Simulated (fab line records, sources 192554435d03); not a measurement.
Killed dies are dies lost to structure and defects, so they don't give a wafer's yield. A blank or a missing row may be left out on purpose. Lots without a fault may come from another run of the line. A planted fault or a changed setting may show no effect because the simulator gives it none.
Chamber matching | flow n5_finfet | N5_BEOL_M1_CO_CAP_55 on cvd_co-02: 3 sister chambers
The step material Co, precursor CCTBA/H2, target thk 2 nm, time 102.1 s. 20 wafers are shown with their chamber, then 10 later ones without.

WAFERS WITH THEIR CHAMBER
wafer  | chamber | heater_power_w (W) | heater_power_outer_w (W)
L075.1 | 2       | 204                | 104
L075.4 | 1       | 245                | 122
L075.6 | 0       | 226                | 114
L077.4 | 1       | 242                | 125
L077.5 | 0       | 227                | 113
L077.6 | 2       | 204                | 107
L079.1 | 1       | 242                | 129
L079.2 | 0       | 224                | 117
L079.3 | 1       | 247                | 129
L078.2 | 1       | 243                | 129
L078.4 | 0       | 222                | 118
L078.5 | 0       | 229                | 114
L080.2 | 0       | 229                | 112
L080.4 | 2       | 206                | 106
L080.5 | 0       | 228                | 118
L081.2 | 2       | 205                | 104
L081.3 | 1       | 241                | 125
L081.5 | 1       | 246                | 127
L083.1 | 0       | 227                | 114
L083.3 | 1       | 242                | 128

SIGNATURES (means of the wafers above)
reading              | chamber 0 | chamber 1 | chamber 2 | scatter within a chamber
heater_power_w       | 226.50    | 243.50    | 204.75    | 2.15
heater_power_outer_w | 115.00    | 126.75    | 105.25    | 2.3
Rule: a wafer's distance from a chamber is the root of the sum, over the readings, of the square of ((its reading less the chamber's mean) divided by the reading's scatter). The wafer belongs to the nearest chamber; if the next one is less than 2 further off, it can't be placed. The scatter: the root of (the sum of the squares of (reading less its chamber's mean) over the shown wafers, divided by (wafers less chambers)).

WAFERS WITHOUT THEIR CHAMBER
wafer  | heater_power_w (W) | heater_power_outer_w (W)
L083.4 | 209                | 105
L089.2 | 237                | 129
L089.4 | 202                | 106
L089.5 | 250                | 126
L093.2 | 243                | 126
L093.4 | 235                | 116
L093.6 | 248                | 123
L096.1 | 209                | 107
L096.4 | 228                | 115
L096.6 | 207                | 107

WHICH CHAMBER EACH WENT THROUGH
wafer  | from the rows above | in truth
L083.4 | 2                   | 2
L089.2 | 1                   | 1
L089.4 | 2                   | 2
L089.5 | 1                   | 1
L093.2 | 1                   | 1
L093.4 | 0                   | 0
L093.6 | 1                   | 1
L096.1 | 2                   | 2
L096.4 | 0                   | 0
L096.6 | 2                   | 2
Placed correctly: 10 of 10. Can't be placed from these rows: 0. Placed wrongly: 0.
